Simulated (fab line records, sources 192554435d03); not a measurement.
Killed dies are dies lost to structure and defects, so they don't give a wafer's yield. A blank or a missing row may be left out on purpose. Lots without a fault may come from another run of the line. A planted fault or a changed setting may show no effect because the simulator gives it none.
One fault seen from 3 desks | flow n5_finfet | each desk has only its own numbers; what lay behind them comes last

THE TOOL OWNER'S DESK: epi_rpcvd-04
The tool's own readings at N5_PMOS_HMC_CHANNEL_EPI_EPI_20 (deposits SiGe30, target thk 59 nm): means of the sampled wafers that have a number, for each lot that ran on this tool. A lot is out of limits, marked OUT, if its mean lies more than 4 standard deviations from the usual mean; the brackets give that distance.
Columns: A = chamber_pressure_Torr at N5_PMOS_HMC_CHANNEL_EPI_EPI_20, usual 20.00 Torr; B = lamp_inner_pct at N5_PMOS_HMC_CHANNEL_EPI_EPI_20, usual 12.7 %
lot  | first seen here | A                       | B
L565 | day 2 18:15     | 20.00                   | 11.5
L566 | day 3 00:23     | 20.00                   | 11.5
L570 | day 4 01:02     | 20.01                   | 11.5
L573 | day 4 18:13     | 20.01                   | 11.5
L578 | day 6 00:59     | 12.98 (-99 or more) OUT | 11.6
L579 | day 6 06:19     | 13.01 (-99 or more) OUT | 11.5
This desk's finding: out of limits on L578, L579; first on L578, day 6 00:59 (chamber_pressure_Torr at N5_PMOS_HMC_CHANNEL_EPI_EPI_20). In limits: L565, L566, L570, L573.

THE DEFECT DESK
What the inspections along the route counted, lot by lot: means of the sampled wafers that have a number. A lot is out of limits, marked OUT, if its mean lies more than 4 standard deviations from the usual mean; the brackets give that distance.
Columns: A = raw_defect_count at N5_PMOS_HMC_CHANNEL_EPI_INSPECT_30, usual 21
lot  | first seen here | A
L565 | day 2 20:23     | 19
L566 | day 3 02:20     | 17
L570 | day 4 02:45     | 20
L573 | day 4 20:20     | 23
L578 | day 6 02:29     | 20
L579 | day 6 08:25     | 20
L581 | day 6 20:07     | 13
L582 | day 7 02:01     | 21
L583 | day 7 08:32     | 23
This desk's finding: nothing out of limits on any of the 9 lots.

THE METROLOGY DESK
What the gauges read, lot by lot, whatever tool the lot ran on: means of the sampled wafers that have a number. A lot is out of limits, marked OUT, if its mean lies more than 4 standard deviations from the usual mean; the brackets give that distance. Of its 13 readings 7 are shown: the one that was out of limits first, and those that lie furthest out on some lot.
Columns: A = HMC_CMP_THK at N5_PMOS_HMC_CHANNEL_EPI_THK_MEAS_22, usual 53.8 nm; B = IOFF_N at N5_BEOL_M4_RC_MEAS_101, usual 0.16 nA/um; C = ION_P at N5_BEOL_M4_RC_MEAS_101, usual 461 uA/um; D = VT_N at N5_BEOL_M4_RC_MEAS_101, usual 250 mV; E = VT_P at N5_BEOL_M4_RC_MEAS_101, usual -251 mV; F = VT_P_LONG at N5_BEOL_M4_RC_MEAS_101, usual -275 mV; G = VT_P_LVT at N5_BEOL_M4_RC_MEAS_101, usual -99.0 mV
lot  | first seen here | A               | B    | C              | D   | E               | F               | G
L565 | day 2 19:53     | 53.5            | 0.25 | 461            | 242 | -248            | -276            | -95.4
L566 | day 3 01:48     | 54.5            | 0.18 | 462            | 249 | -250            | -275            | -96.4
L570 | day 4 02:16     | 53.6            | 0.17 | 475            | 250 | -244            | -269            | -96.5
L573 | day 4 19:52     | 53.9            | 0.19 | 470            | 246 | -248            | -272            | -96.7
L578 | day 6 02:01     | 49.1 (-6.1) OUT | 0.15 | 405 (-6.8) OUT | 250 | -268 (-4.8) OUT | -293 (-5.7) OUT | -113.3 (-5.1) OUT
L579 | day 6 07:56     | 49.4 (-5.8) OUT | 0.16 | 409 (-6.3) OUT | 251 | -263            | -290 (-4.7) OUT | -108.4
L581 | day 6 19:38     | 53.6            | 0.18 | 469            | 249 | -249            | -273            | -96.5
L582 | day 7 01:32     | 53.9            | 0.18 | 481            | 247 | -246            | -271            | -93.9
L583 | day 7 08:03     | 53.2            | 0.14 | 453            | 250 | -252            | -273            | -98.4
This desk's finding: out of limits on L578, L579; first on L578, day 6 02:01 (HMC_CMP_THK at N5_PMOS_HMC_CHANNEL_EPI_THK_MEAS_22). In limits: L565, L566, L570, L573, L581, L582, L583.

PUT TOGETHER
The tool owner's desk could have raised an alarm at day 6 00:59, on L578, L579.
The metrology desk could have raised an alarm at day 6 02:01, on L578, L579.
The defect desk saw nothing out of limits.
The defect desk has L578, L579 on record, within its limits.
Of the lots named, all ran N5_PMOS_HMC_CHANNEL_EPI_EPI_20 on epi_rpcvd-04.

WHAT THE SIMULATOR HAD PUT IN
Process parameter drift: epi_rpcvd-04, from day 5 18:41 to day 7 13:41, at N5_PMOS_HMC_CHANNEL_EPI_EPI_20. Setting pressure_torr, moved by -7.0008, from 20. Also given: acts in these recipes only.
Lots struck among those shown: L578, L579.
Hours from the fault's start to each desk's first reading out of limits: the tool owner's desk, 6; the metrology desk, 7.
